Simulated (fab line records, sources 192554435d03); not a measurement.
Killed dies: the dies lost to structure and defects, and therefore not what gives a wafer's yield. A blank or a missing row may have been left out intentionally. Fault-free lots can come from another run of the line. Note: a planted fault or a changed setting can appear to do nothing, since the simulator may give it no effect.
The tool behind it: which one? -- flow n5 finfet -- 21 lots with 63 wafers sampled at 6 steps, on a route of 1938 steps

WHAT THE GAUGES SHOWED, per wafer
No reading from a measuring or inspecting step in the record can be judged against a usual standard deviation.

WHICH TOOL RAN EACH LOT (tool, then ch and the chambers of the sampled wafers, then the start)
lot,N5_DUMMY_GATE_TRIM_49,N5_DUMMY_GATE_STRIP_41,N5_DUMMY_GATE_STRIP_48,N5_SD_EPI_N_STRIP_38,N5_SD_EPI_P_ETCH_37,N5_SD_EPI_P_ETCH_47
L074,"rie si-05 ch 0,2,3, day 3 00:08","rie diel-03 ch 0,3, day 3 00:45","rie diel-06 ch 0,2, day 3 01:16","plasma asher-01 ch 1, day 3 05:01","rie diel-06 ch 1,2, day 3 08:38","rie diel-06 ch 1,2, day 3 09:04"
L075,"rie si-02 ch 0,2, day 3 03:29","rie diel-02 ch 0,1,3, day 3 03:48","rie diel-03 ch 1,2,3, day 3 04:17","plasma asher-02 ch 0,1, day 3 06:41","rie diel-02 ch 2,3, day 3 11:23","rie diel-02 ch 2,3, day 3 11:48"
L076,"rie si-02 ch 0,1, day 3 12:22","rie diel-02 ch 1,2, day 3 12:36","rie diel-02 ch 1,2,3, day 3 13:05","plasma asher-02 ch 0,1, day 3 15:04","rie diel-03 ch 0,2,3, day 3 18:47","rie diel-03 ch 0,2,3, day 3 19:12"
L077,"rie si-04 ch 0,1,3, day 3 16:54","rie diel-02 ch 1,2,3, day 3 17:19","rie diel-03 ch 0,1,2, day 3 17:58","plasma asher-02 ch 0,1, day 3 20:07","rie diel-03 ch 0,1,3, day 3 23:52","rie diel-03 ch 0,1,3, day 4 00:17"
L079,"rie si-05 ch 1,2,3, day 4 07:17","rie diel-06 ch 1,2, day 4 07:37","rie diel-06 ch 1,2,3, day 4 08:06","plasma asher-02 ch 0,1, day 4 10:02","rie diel-02 ch 1,3, day 4 13:40","rie diel-02 ch 1,3, day 4 14:05"
L080,"rie si-05 ch 2,3, day 4 09:18","rie diel-03 ch 0,1,3, day 4 09:32","rie diel-03 ch 1,2,3, day 4 10:02","plasma asher-01 ch 0,1, day 4 12:23","rie diel-06 ch 0,1,2, day 4 16:14","rie diel-06 ch 0,1,2, day 4 16:40"
L081,"rie si-05 ch 1,3, day 4 17:45","rie diel-02 ch 0,1,2, day 4 18:02","rie diel-03 ch 0,1,2, day 4 18:32","plasma asher-01 ch 0,1, day 4 21:08","rie diel-06 ch 0,2,3, day 5 01:02","rie diel-06 ch 0,2,3, day 5 01:28"
L082,"rie si-02 ch 0,1,2, day 4 21:17","rie diel-02 ch 0,1,3, day 4 21:34","rie diel-06 ch 0,1,2, day 4 22:04","plasma asher-02 ch 0,1, day 5 00:10","rie diel-06 ch 0,1,3, day 5 04:37","rie diel-06 ch 0,1,3, day 5 05:02"
L083,"rie si-02 ch 0,2,3, day 5 04:16","rie diel-02 ch 0,1,2, day 5 04:31","rie diel-02 ch 0,1, day 5 05:01","plasma asher-01 ch 0,1, day 5 06:58","rie diel-03 ch 2,3, day 5 10:45","rie diel-03 ch 2,3, day 5 11:10"
L084,"rie si-02 ch 0,1,2, day 5 10:31","rie diel-06 ch 0,1,2, day 5 10:46","rie diel-02 ch 1,2,3, day 5 11:15","plasma asher-01 ch 0,1, day 5 13:11","rie diel-03 ch 0,2,3, day 5 16:49","rie diel-03 ch 0,2,3, day 5 17:15"
L085,"rie si-05 ch 0,2, day 5 19:48","rie diel-03 ch 0,2,3, day 5 20:19","rie diel-02 ch 0,1,2, day 5 20:48","plasma asher-02 ch 1, day 5 22:56","rie diel-03 ch 0,1,2, day 6 02:49","rie diel-03 ch 0,1,2, day 6 03:14"
L086,"rie si-02 ch 0,1,2, day 6 02:11","rie diel-03 ch 1,2,3, day 6 02:32","rie diel-02 ch 1,2, day 6 03:02","plasma asher-02 ch 0,1, day 6 05:59","rie diel-06 ch 0,2,3, day 6 10:37","rie diel-06 ch 0,2,3, day 6 11:03"
L087,"rie si-04 ch 0,2,3, day 6 10:23","rie diel-03 ch 0,1,3, day 6 10:46","rie diel-02 ch 0,2,3, day 6 11:29","plasma asher-02 ch 0,1, day 6 13:41","rie diel-03 ch 0,1,3, day 6 18:22","rie diel-03 ch 0,1,3, day 6 18:48"
L088,"rie si-04 ch 0,2,3, day 6 13:41","rie diel-06 ch 0,3, day 6 13:55","rie diel-02 ch 0,1,2, day 6 14:25","plasma asher-01 ch 0,1, day 6 16:21","rie diel-06 ch 0,2,3, day 6 20:08","rie diel-06 ch 0,2,3, day 6 20:34"
L090,"rie si-02 ch 1,2,3, day 7 08:33","rie diel-02 ch 1,2,3, day 7 08:59","rie diel-06 ch 0,1, day 7 09:35","plasma asher-02 ch 0, day 7 11:44","rie diel-03 ch 1,2, day 7 15:22","rie diel-03 ch 1,2, day 7 15:47"
L091,"rie si-05 ch 0,1,2, day 7 12:20","rie diel-06 ch 0,1,3, day 7 12:48","rie diel-06 ch 1,2, day 7 13:17","plasma asher-02 ch 0,1, day 7 15:38","rie diel-03 ch 1,2,3, day 7 19:34","rie diel-03 ch 1,2,3, day 7 19:59"
L092,"rie si-02 ch 2,3, day 7 16:43","rie diel-06 ch 0,2, day 7 16:57","rie diel-02 ch 1,3, day 7 17:27","plasma asher-01 ch 0,1, day 7 19:34","rie diel-03 ch 1,3, day 8 00:04","rie diel-03 ch 1,3, day 8 00:29"
L093,"rie si-02 ch 0,1, day 7 18:16","rie diel-06 ch 0,1,2, day 7 18:47","rie diel-03 ch 1,3, day 7 19:19","plasma asher-02 ch 0,1, day 7 21:16","rie diel-03 ch 1,2, day 8 01:45","rie diel-03 ch 1,2, day 8 02:11"
L094,"rie si-02 ch 0,3, day 8 02:40","rie diel-03 ch 1,2, day 8 02:57","rie diel-03 ch 1,2,3, day 8 03:27","plasma asher-01 ch 0,1, day 8 05:31","rie diel-02 ch 0,1,3, day 8 09:16","rie diel-02 ch 0,1,3, day 8 09:41"
L095,"rie si-04 ch 1,2,3, day 8 05:29","rie diel-03 ch 1,2,3, day 8 05:44","rie diel-03 ch 2,3, day 8 06:16","plasma asher-02 ch 0,1, day 8 08:46","rie diel-06 ch 2,3, day 8 13:26","rie diel-06 ch 2,3, day 8 13:52"
L097,"rie si-02 ch 0,3, day 8 15:37","rie diel-03 ch 1,2,3, day 8 15:51","rie diel-03 ch 0,1,2, day 8 16:21","plasma asher-01 ch 0,1, day 8 19:43","rie diel-02 ch 0,1,3, day 9 00:17","rie diel-02 ch 0,1,3, day 9 00:43"
- N5_DUMMY_GATE_TRIM_49: chemistry O2, time 29 s, target cd 14 nm.
- N5_DUMMY_GATE_STRIP_41: strips in O2.
- N5_DUMMY_GATE_STRIP_48: strips in N2/H2, time 20 s.
- N5_SD_EPI_N_STRIP_38: strips in N2/H2.
- N5_SD_EPI_P_ETCH_37: etches SOC in N2/H2, overetch 108 nm, time 486 s.
- N5_SD_EPI_P_ETCH_47: etches SiOCN in CH3F/O2, target depth 25 nm.

WHAT THE TOOLS THEMSELVES READ (means of the sampled wafers that have a number; where no wafer has one, the mark that the record gives instead)
N5_DUMMY_GATE_TRIM_49. Usual: drypump motor current A 5.6 A, standard deviation 0.34; oes product au 0.996 a.u., standard deviation 0.023; throttle valve pct 8.22 %, standard deviation 0.11.
lot,tool,drypump motor current A (A),oes product au (a.u.),throttle valve pct (%),flag
L074,rie si-05,5.6,0.983,8.21,
L075,rie si-02,5.7,0.978,8.22,
L076,rie si-02,5.5,1.005,8.28,
L077,rie si-04,6.0,1.022,8.33,
L079,rie si-05,5.4,0.978,8.29,
L080,rie si-05,5.3,0.971,8.32,
L081,rie si-05,5.6,0.990,8.25,
L082,rie si-02,5.6,0.977,8.24,
L083,rie si-02,5.5,0.987,8.18,
L084,rie si-02,5.7,0.985,8.25,
L085,rie si-05,5.4,0.988,8.16,
L086,rie si-02,5.6,0.985,8.24,
L087,rie si-04,5.8,1.025,8.27,
L088,rie si-04,5.8,1.018,8.26,
L090,rie si-02,5.6,0.987,8.16,
L091,rie si-05,5.5,0.990,8.13,
L092,rie si-02,5.5,0.987,8.12,
L093,rie si-02,5.6,0.996,8.26,
L094,rie si-02,5.4,0.998,8.16,
L095,rie si-04,6.2,1.011,8.26,
L097,rie si-02,5.3,1.003,8.16,

N5_DUMMY_GATE_STRIP_41. Usual: drypump motor current A 5.9 A, standard deviation 0.47; o2 flow sccm 225.1 sccm, standard deviation 0.66; oes product au 0.80 a.u., standard deviation 0.1; rf vpp V 3.6 V, standard deviation 0.45; showerhead plenum p Torr 2.11 Torr, standard deviation 0.064; throttle valve pct 16.66 %, standard deviation 0.26.
lot,tool,drypump motor current A (A),o2 flow sccm (sccm),oes product au (a.u.),rf vpp V (V),showerhead plenum p Torr (Torr),throttle valve pct (%),flag
L074,rie diel-03,5.9,225.7,0.72,3.9,2.14,16.76,
L075,rie diel-02,6.0,225.6,0.84,3.6,2.12,16.41,
L076,rie diel-02,6.4,225.4,0.80,3.7,2.12,16.60,
L077,rie diel-02,6.0,225.1,0.83,3.9,2.09,16.59,
L079,rie diel-06,5.4,224.5,0.76,3.9,2.09,16.87,
L080,rie diel-03,5.9,224.7,0.73,3.8,2.09,16.78,
L081,rie diel-02,6.3,225.2,0.75,3.4,2.13,16.64,
L082,rie diel-02,6.0,224.6,0.81,3.4,2.12,16.43,
L083,rie diel-02,6.3,225.8,0.75,3.7,2.13,16.66,
L084,rie diel-06,5.6,225.4,0.78,3.0,2.10,16.87,
L085,rie diel-03,6.2,225.2,0.69,4.1,2.14,16.82,
L086,rie diel-03,6.0,225.5,0.71,3.2,2.11,16.91,
L087,rie diel-03,5.9,225.1,0.72,3.8,2.08,16.80,
L088,rie diel-06,5.8,224.4,0.87,4.0,2.18,16.73,
L090,rie diel-02,6.0,224.8,0.79,3.8,2.08,16.65,
L091,rie diel-06,5.6,225.3,0.92,3.6,2.15,16.57,
L092,rie diel-06,5.9,225.1,0.81,3.9,2.12,16.92,
L093,rie diel-06,5.6,225.4,0.86,3.5,2.10,16.75,
L094,rie diel-03,6.3,225.3,0.90,4.0,2.11,16.62,
L095,rie diel-03,6.0,225.1,0.81,3.5,2.11,16.76,
L097,rie diel-03,6.0,225.2,0.80,3.6,2.11,16.77,

N5_DUMMY_GATE_STRIP_48. Usual: drypump motor current A 6.0 A, standard deviation 0.46; oes product au 0.79 a.u., standard deviation 0.099; rf vpp V 45.3 V, standard deviation 0.8; showerhead plenum p Torr 3.38 Torr, standard deviation 0.089; throttle valve pct 12.2 %, standard deviation 0.34.
lot,tool,drypump motor current A (A),oes product au (a.u.),rf vpp V (V),showerhead plenum p Torr (Torr),throttle valve pct (%),flag
L074,rie diel-06,5.6,0.83,45.3,3.43,12.4,
L075,rie diel-03,6.0,0.73,45.1,3.38,12.3,
L076,rie diel-02,6.0,0.83,44.1,3.37,12.2,
L077,rie diel-03,6.2,0.73,45.5,3.33,12.3,
L079,rie diel-06,5.4,0.82,45.0,3.44,12.2,
L080,rie diel-03,6.0,0.72,45.3,3.38,12.3,
L081,rie diel-03,6.2,0.71,44.7,3.32,12.3,
L082,rie diel-06,5.6,0.78,46.1,3.40,12.4,
L083,rie diel-02,6.4,0.75,45.3,3.45,12.0,
L084,rie diel-02,6.0,0.80,45.0,3.37,12.2,
L085,rie diel-02,6.3,0.75,45.6,3.42,12.3,
L086,rie diel-02,6.3,0.74,45.2,3.38,12.6,
L087,rie diel-02,5.9,0.76,45.4,3.37,12.2,
L088,rie diel-02,6.3,0.74,44.9,3.41,12.3,
L090,rie diel-06,5.9,0.89,44.9,3.40,12.2,
L091,rie diel-06,5.4,0.83,45.5,3.37,12.4,
L092,rie diel-02,6.2,0.83,44.6,3.37,11.9,
L093,rie diel-03,5.7,0.74,44.7,3.29,12.4,
L094,rie diel-03,6.0,0.81,45.4,3.36,12.2,
L095,rie diel-03,6.3,0.88,46.2,3.44,12.0,
L097,rie diel-03,6.2,0.89,45.3,3.31,11.9,

N5_SD_EPI_N_STRIP_38. Usual: drypump motor current A 5.8 A, standard deviation 0.85; heater power w 324 W, standard deviation 13; oes product au 0.762 a.u., standard deviation 0.012.
lot,tool,drypump motor current A (A),heater power w (W),oes product au (a.u.),flag
L074,plasma asher-01,6.6,325,0.766,
L075,plasma asher-02,6.1,322,0.767,
L076,plasma asher-02,6.1,324,0.762,
L077,plasma asher-02,6.1,317,0.755,
L079,plasma asher-02,6.1,329,0.760,
L080,plasma asher-01,5.8,340,0.769,
L081,plasma asher-01,5.8,331,0.758,
L082,plasma asher-02,5.4,314,0.765,
L083,plasma asher-01,6.2,337,0.759,
L084,plasma asher-01,6.2,329,0.770,
L085,plasma asher-02,4.8,308,0.765,
L086,plasma asher-02,5.4,315,0.758,
L087,plasma asher-02,6.1,326,0.768,
L088,plasma asher-01,5.8,342,0.766,
L090,plasma asher-02,6.7,327,0.758,
L091,plasma asher-02,5.4,320,0.754,
L092,plasma asher-01,5.8,342,0.760,
L093,plasma asher-02,5.4,319,0.754,
L094,plasma asher-01,5.8,332,0.760,
L095,plasma asher-02,5.4,316,0.767,
L097,plasma asher-01,5.8,339,0.768,

N5_SD_EPI_P_ETCH_37. Usual: drypump motor current A 5.9 A, standard deviation 0.44; oes product au 0.70 a.u., standard deviation 0.083; rf vpp V 241.0 V, standard deviation 1.2; showerhead plenum p Torr 2.55 Torr, standard deviation 0.08; throttle valve pct 23.7 %, standard deviation 0.42.
lot,tool,drypump motor current A (A),oes product au (a.u.),rf vpp V (V),showerhead plenum p Torr (Torr),throttle valve pct (%),flag
L074,rie diel-06,5.4,0.68,241.0,2.55,24.1,
L075,rie diel-02,5.8,0.70,240.0,2.52,24.4,
L076,rie diel-03,6.2,0.63,240.8,2.58,23.8,
L077,rie diel-03,5.9,0.65,240.0,2.52,23.8,
L079,rie diel-02,5.7,0.79,240.3,2.52,23.3,
L080,rie diel-06,5.7,0.70,240.1,2.56,24.0,
L081,rie diel-06,5.6,0.77,241.8,2.62,23.8,
L082,rie diel-06,5.6,0.74,241.4,2.60,23.7,
L083,rie diel-03,6.3,0.62,241.4,2.60,23.7,
L084,rie diel-03,6.2,0.62,241.3,2.57,23.8,
L085,rie diel-03,6.2,0.63,240.7,2.50,23.7,
L086,rie diel-06,5.6,0.76,242.1,2.61,23.8,
L087,rie diel-03,5.9,0.64,240.7,2.51,23.8,
L088,rie diel-06,5.6,0.75,241.4,2.61,23.8,
L090,rie diel-03,6.0,0.74,240.4,2.45,23.3,
L091,rie diel-03,6.0,0.72,240.3,2.53,23.5,
L092,rie diel-03,5.7,0.64,241.9,2.54,23.8,
L093,rie diel-03,6.3,0.80,241.2,2.51,23.1,
L094,rie diel-02,6.1,0.70,241.5,2.54,23.4,
L095,rie diel-06,5.4,0.76,242.1,2.64,23.6,
L097,rie diel-02,6.0,0.70,241.4,2.54,23.4,

N5_SD_EPI_P_ETCH_47. Usual: drypump motor current A 5.9 A, standard deviation 0.44; oes product au 0.78 a.u., standard deviation 0.1; rf vpp V 129 V, standard deviation 3.5; showerhead plenum p Torr 2.01 Torr, standard deviation 0.064; throttle valve pct 16.35 %, standard deviation 0.22.
lot,tool,drypump motor current A (A),oes product au (a.u.),rf vpp V (V),showerhead plenum p Torr (Torr),throttle valve pct (%),flag
L074,rie diel-06,5.4,0.75,131,1.99,16.47,
L075,rie diel-02,5.8,0.78,129,1.97,16.47,
L076,rie diel-03,6.2,0.69,131,2.03,16.41,
L077,rie diel-03,5.9,0.72,129,1.98,16.39,
L079,rie diel-02,5.7,0.88,128,1.98,16.04,
L080,rie diel-06,5.6,0.78,128,2.00,16.47,
L081,rie diel-06,5.6,0.86,130,2.06,16.34,
L082,rie diel-06,5.6,0.84,129,2.05,16.30,
L083,rie diel-03,6.3,0.68,131,2.06,16.55,
L084,rie diel-03,6.2,0.68,131,2.03,16.44,
L085,rie diel-03,6.2,0.71,129,1.97,16.44,
L086,rie diel-06,5.6,0.85,130,2.05,16.36,
L087,rie diel-03,5.9,0.72,129,1.98,16.43,
L088,rie diel-06,5.6,0.84,129,2.05,16.36,
L090,rie diel-03,6.0,0.83,127,1.96,16.39,
L091,rie diel-03,6.0,0.81,128,2.01,16.39,
L092,rie diel-03,5.7,0.70,127,2.01,16.54,
L093,rie diel-03,6.3,0.89,130,2.00,16.23,
L094,rie diel-02,6.1,0.78,129,2.01,16.13,
L095,rie diel-06,5.4,0.84,131,2.08,16.25,
L097,rie diel-02,6.0,0.77,130,2.01,16.15,

THE ANSWER, worked out from the rows above alone
Rule: take the mean of a lot's wafers that have a number; if it is more than 3 standard deviations from the usual mean, the lot is off. Also off: a lot with no number at a reading for which 4 or more lots have one. All remaining lots with rows at the step are treated as sound. Order of review: gauges by route order, followed by the tools' own readings, for which a lot's mean as printed above is used. At the first step where some lot is off, the reading lying furthest off is the one used; lots without a number count as furthest.
No lot is off on any of the readings shown, so nothing can be concluded from this.

WHAT WAS PUT IN BY THE SIMULATOR
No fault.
